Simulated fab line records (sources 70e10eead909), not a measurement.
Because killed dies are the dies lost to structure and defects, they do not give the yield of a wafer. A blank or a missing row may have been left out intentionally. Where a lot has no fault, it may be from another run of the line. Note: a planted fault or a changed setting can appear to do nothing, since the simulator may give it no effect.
What tool caused it? ; flow nandHarc ; 14 lots, 42 wafers sampled, at 3 steps of a route of 1302

== WHAT THE GAUGES SHOWED, per wafer ==
NHARC_A_M1_INSPECT_27.
lot;measured;on;rawDefectCount
L117;day 23 11:29;defectInspect-01;656 866 722
L119;day 23 14:29;defectInspect-01;730 520 476
L120;day 25 02:44;defectInspect-02;540 489 485
L121;day 26 03:43;defectInspect-02;414 451 444
L122;day 26 06:22;defectInspect-02;486 561 603
L124;day 26 09:07;defectInspect-01;410 708 516
L127;day 27 08:35;defectInspect-01;501 390 356
L128;day 28 06:10;defectInspect-01;473 513 394
L129;day 28 07:54;defectInspect-02;492 424 408
L131;day 30 02:12;defectInspect-01;591 641 709
L136;day 31 06:17;defectInspect-01;495 487 433
L137;day 31 08:23;defectInspect-02;486 485 509
L139;day 32 08:34;defectInspect-01;736 465 440
L138;day 32 11:01;defectInspect-01;609 449 399

== WHAT TOOL EACH LOT RAN ON (gives the tool, then ch and the chambers of the sampled wafers, and finally the start) ==
lot;NHARC_A_M1_PVD_21;NHARC_A_M1_ANNEAL_31
L117;pvdSputter-01, day 23 10:40 or earlier;rtpAnneal-02 ch 0, day 23 10:40
L119;pvdSputter-03, day 23 13:40 or earlier;rtpAnneal-01 ch 0, day 23 13:40
L120;pvdSputter-01, day 25 01:55 or earlier;rtpAnneal-01 ch 0, day 25 01:55
L121;pvdSputter-01, day 26 02:57 or earlier;rtpAnneal-02 ch 0, day 26 02:57
L122;pvdSputter-03, day 26 05:39 or earlier;rtpAnneal-01 ch 0, day 26 05:39
L124;pvdSputter-03, day 26 08:22 or earlier;rtpAnneal-01 ch 0, day 26 08:22
L127;pvdSputter-01, day 27 07:46 or earlier;rtpAnneal-02 ch 0, day 27 07:46
L128;pvdSputter-03, day 28 05:24 or earlier;rtpAnneal-02 ch 0, day 28 05:24
L129;pvdSputter-01, day 28 07:05 or earlier;rtpAnneal-01 ch 0, day 28 07:05
L131;pvdSputter-02, day 30 01:23 or earlier;rtpAnneal-02 ch 0, day 30 01:23
L136;pvdSputter-02, day 31 05:28 or earlier;rtpAnneal-02 ch 0, day 31 05:28
L137;pvdSputter-01, day 31 07:32 or earlier;rtpAnneal-01 ch 0, day 31 07:32
L139;pvdSputter-02, day 32 07:44 or earlier;rtpAnneal-01 ch 0, day 32 07:44
L138;pvdSputter-01, day 32 10:11 or earlier;rtpAnneal-01 ch 0, day 32 10:11
- NHARC_A_M1_PVD_21: deposits Cu, target thk 30 nm, time 20.49 s.
- NHARC_A_M1_ANNEAL_31: time 90 s.

== WHAT THE TOOLS THEMSELVES READ (means of the sampled wafers that have a number; where no wafer has one, the mark that the record gives instead) ==
NHARC_A_M1_PVD_21.
lot;tool;throttleValvePct (%)
L117;pvdSputter-01;29.7
L119;pvdSputter-03;30.0
L120;pvdSputter-01;30.2
L121;pvdSputter-01;29.8
L122;pvdSputter-03;29.8
L124;pvdSputter-03;29.3
L127;pvdSputter-01;30.2
L128;pvdSputter-03;29.3
L129;pvdSputter-01;29.4
L131;pvdSputter-02;31.5
L136;pvdSputter-02;30.8
L137;pvdSputter-01;30.1
L139;pvdSputter-02;30.6
L138;pvdSputter-01;30.0

NHARC_A_M1_ANNEAL_31.
lot;tool;wafer_temp_C_max
L117;rtpAnneal-02;226.0
L119;rtpAnneal-01;226.7
L120;rtpAnneal-01;226.6
L121;rtpAnneal-02;226.0
L122;rtpAnneal-01;226.5
L124;rtpAnneal-01;226.9
L127;rtpAnneal-02;226.1
L128;rtpAnneal-02;226.2
L129;rtpAnneal-01;227.1
L131;rtpAnneal-02;226.3
L136;rtpAnneal-02;226.3
L137;rtpAnneal-01;226.8
L139;rtpAnneal-01;226.8
L138;rtpAnneal-01;227.0

== THE ANSWER, worked out from the rows above alone ==
Rule: what is usual is taken from the lots themselves. Put in order of their means at a reading, lots are off if they are a third of the lots or fewer, leave a main group of 4 or more, and stand apart from it by a gap of 3 or more times the standard deviation of the main group's means; of several such gaps the widest counts. A main group is skipped when, at the precision printed for the reading in the tables above, its means are all equal. Also off: a lot with no number at a reading for which 4 or more lots have one. All remaining lots with rows at the step are treated as sound. Order of review: gauges by route order, followed by the tools' own readings, for which a lot's mean as printed above is used. The first step at which some lot is off is used, and at that step the reading that is off furthest; a lot without a number counts as furthest.
No lot is off on any of the readings shown, so nothing can be concluded from this.

== WHAT THE SIMULATOR PUT IN ==
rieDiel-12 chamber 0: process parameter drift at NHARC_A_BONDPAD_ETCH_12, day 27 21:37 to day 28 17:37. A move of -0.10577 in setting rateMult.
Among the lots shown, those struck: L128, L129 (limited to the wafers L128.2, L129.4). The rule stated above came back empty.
